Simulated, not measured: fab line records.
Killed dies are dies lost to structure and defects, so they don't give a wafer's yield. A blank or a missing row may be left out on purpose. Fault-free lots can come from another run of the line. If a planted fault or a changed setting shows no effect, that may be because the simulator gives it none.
One fault through the eyes of 2 desks || flow n5_finfet || each desk holds nothing but its own numbers, with what lay behind them at the end

## FROM THE METROLOGY DESK
Lot by lot, what the gauges showed, no matter which tool ran the lot: averages of those sampled wafers that carry a number. The brackets show how far a lot's mean lies from the usual mean; more than 4 standard deviations puts the lot out of limits, marked OUT.
Columns: A = cd_nm at N5_FIN_CUT_CD_MEAS_08, usual 29.05 nm; B = FIN_CUT_OVL at N5_FIN_CUT_OVL_MEAS_09, usual -0.2 nm
{"lot": "L548", "first seen here": "day 2 03:31", "A": 29.05, "B": -0.5}
{"lot": "L549", "first seen here": "day 2 10:41", "A": 28.98, "B": -0.1}
{"lot": "L550", "first seen here": "day 2 14:13", "A": 28.86, "B": -0.2}
{"lot": "L551", "first seen here": "day 2 20:39", "A": 29.08, "B": -0.2}
{"lot": "L552", "first seen here": "day 3 02:20", "A": 29.10, "B": -0.6}
{"lot": "L553", "first seen here": "day 3 09:39", "A": 29.09, "B": -0.3}
{"lot": "L563", "first seen here": "day 5 21:31", "A": 29.01, "B": 0.2}
{"lot": "L565", "first seen here": "day 6 09:35", "A": 29.20, "B": -1.1}
{"lot": "L566", "first seen here": "day 6 15:49", "A": 29.02, "B": -0.6}
{"lot": "L567", "first seen here": "day 6 20:58", "A": 28.96, "B": 0.2}
{"lot": "L568", "first seen here": "day 7 02:56", "A": 29.09, "B": 0.0}
{"lot": "L569", "first seen here": "day 7 09:17", "A": 28.85, "B": -0.4}
{"lot": "L571", "first seen here": "day 7 20:08", "A": 29.27, "B": 0.3}
This desk's finding: nothing out of limits on any of the 13 lots.

## THE TOOL OWNER'S DESK: rie_diel-02
The tool's own readings at N5_FIN_CUT_ETCH_20 (etches SiARC in CF4, target depth 26 nm, time 43.3 s): means of the sampled wafers that have a number, for each lot that ran on this tool. The brackets show how far a lot's mean lies from the usual mean; more than 4 standard deviations puts the lot out of limits, marked OUT.
Columns: A = drypump_motor_current_A at N5_FIN_CUT_ETCH_20, usual 5.5 A; B = etch_rf_on_time_s at N5_FIN_CUT_ETCH_20, usual 43.6 s; C = oes_product_au at N5_FIN_CUT_ETCH_20, usual 0.65 a.u.; D = rf_vpp_V at N5_FIN_CUT_ETCH_20, usual 184.6 V; E = showerhead_plenum_p_Torr at N5_FIN_CUT_ETCH_20, usual 2.18 Torr; F = throttle_valve_pct at N5_FIN_CUT_ETCH_20, usual 15.63 %
{"lot": "L549", "first seen here": "day 2 10:58", "A": 5.4, "B": 43.6, "C": 0.71, "D": 185.1, "E": 2.25, "F": 15.41}
{"lot": "L550", "first seen here": "day 2 14:23", "A": 5.2, "B": 43.2, "C": 0.68, "D": 184.3, "E": 2.24, "F": 15.43}
{"lot": "L551", "first seen here": "day 2 20:49", "A": 5.0, "B": "53.1 (+13) OUT", "C": 0.62, "D": 185.5, "E": 2.25, "F": 15.62}
{"lot": "L552", "first seen here": "day 3 02:32", "A": 5.0, "B": "48.4 (+6.4) OUT", "C": 0.65, "D": 185.6, "E": 2.25, "F": 15.63}
{"lot": "L553", "first seen here": "day 3 09:50", "A": 5.2, "B": "50.8 (+9.7) OUT", "C": 0.70, "D": 184.4, "E": 2.26, "F": 15.57}
{"lot": "L566", "first seen here": "day 6 15:59", "A": 4.9, "B": 42.7, "C": 0.69, "D": 185.2, "E": 2.24, "F": 15.85}
{"lot": "L567", "first seen here": "day 6 21:08", "A": 5.2, "B": 44.1, "C": 0.63, "D": 185.8, "E": 2.22, "F": 15.60}
This desk finds L551, L552, L553 out of limits, L551 being first, at day 2 20:49 (etch_rf_on_time_s at N5_FIN_CUT_ETCH_20). L549, L550, L566, L567: within limits.

## TAKEN TOGETHER
An alarm could have come from the tool owner's desk at day 2 20:49, on L551, L552, L553.
Metrology desk: nothing out of limits seen.
The metrology desk holds a record of L551, L552, L553, inside its limits.
Every lot named ran N5_FIN_CUT_ETCH_20 on rie_diel-02.

## WHAT THE SIMULATOR HAD INSERTED
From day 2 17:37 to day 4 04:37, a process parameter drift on rie_diel-02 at N5_FIN_CUT_ETCH_20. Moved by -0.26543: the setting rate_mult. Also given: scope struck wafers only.
Lots struck among those shown: L551, L552, L553.
Delay in hours, fault start to first out-of-limits reading, by desk: the tool owner's desk at 3.
